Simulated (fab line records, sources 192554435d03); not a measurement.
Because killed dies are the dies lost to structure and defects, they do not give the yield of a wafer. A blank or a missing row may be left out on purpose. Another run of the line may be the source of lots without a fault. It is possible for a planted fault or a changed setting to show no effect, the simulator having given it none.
Chamber matching | flow n5 finfet | cmp-02 running N5_BEOL_M7_CMP_52: 4 sister chambers
The step polishes, stops on SiCOH lowk, t overpolish 6.9 s, target thk 80 nm. 14 wafers are shown with their chamber, then 7 later ones without.

WAFERS, EACH WITH ITS CHAMBER
wafer  | chamber | motor current A (A) | overpolish run s (s) | slurry flow ml min
L941.1 | 3       | 5.0                 | 6.902                | 151.1
L941.4 | 1       | 6.3                 | 6.894                | 150.6
L941.6 | 2       | 6.7                 | 6.909                | 149.4
L948.4 | 3       | 5.1                 | 6.892                | 150.0
L948.5 | 0       | 5.8                 | 6.889                | 149.2
L948.6 | 3       | 4.7                 | 6.917                | 149.7
L954.3 | 2       | 6.5                 | 6.906                | 149.5
L954.5 | 2       | 6.2                 | 6.903                | 150.0
L954.6 | 3       | 5.1                 | 6.907                | 149.1
L952.2 | 1       | 6.3                 | 6.890                | 149.9
L952.5 | 2       | 6.6                 | 6.913                | 149.6
L952.6 | 3       | 4.7                 | 6.903                | 149.6
L959.4 | 3       | 5.0                 | 6.894                | 149.7
L959.5 | 1       | 6.4                 | 6.900                | 150.3

SIGNATURES (means of the wafers above)
reading            | chamber 0 | chamber 1 | chamber 2 | chamber 3 | scatter within a chamber
motor current A    | 5.800     | 6.333     | 6.500     | 4.933     | 0.179
overpolish run s   | 6.88900   | 6.89467   | 6.90775   | 6.90250   | 0.0072
slurry flow ml min | 149.200   | 150.267   | 149.625   | 149.867   | 0.52
Rule: a wafer's distance from a chamber is the root of the sum, over the readings, of the square of ((its reading less the chamber's mean) divided by the reading's scatter). The wafer belongs to the nearest chamber; if the next one is less than 2 further off, it can't be placed. The scatter is the square root of a quotient: the sum, over the shown wafers, of each reading's squared deviation from its chamber's mean, divided by wafers minus chambers.

WAFERS WITH NO CHAMBER GIVEN
wafer  | motor current A (A) | overpolish run s (s) | slurry flow ml min
L959.6 | 6.8                 | 6.901                | 150.1
L961.3 | 5.0                 | 6.895                | 149.7
L961.4 | 6.6                 | 6.899                | 150.3
L961.5 | 6.2                 | 6.899                | 150.3
L958.1 | 7.3                 | 6.902                | 149.8
L958.5 | 6.6                 | 6.885                | 150.0
L958.6 | 5.0                 | 6.908                | 150.5

THE CHAMBER EACH PASSED THROUGH
wafer  | from the rows above     | in truth
L959.6 | can't be placed: 2 or 1 | 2
L961.3 | 3                       | 3
L961.4 | can't be placed: 1 or 2 | 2
L961.5 | can't be placed: 1 or 2 | 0
L958.1 | can't be placed: 2 or 1 | 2
L958.5 | can't be placed: 1 or 2 | 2
L958.6 | 3                       | 3
Correctly placed: 2 of 7. Not placeable from these rows: 5 (in 4, the candidates include the true chamber). Placed wrongly: 0.
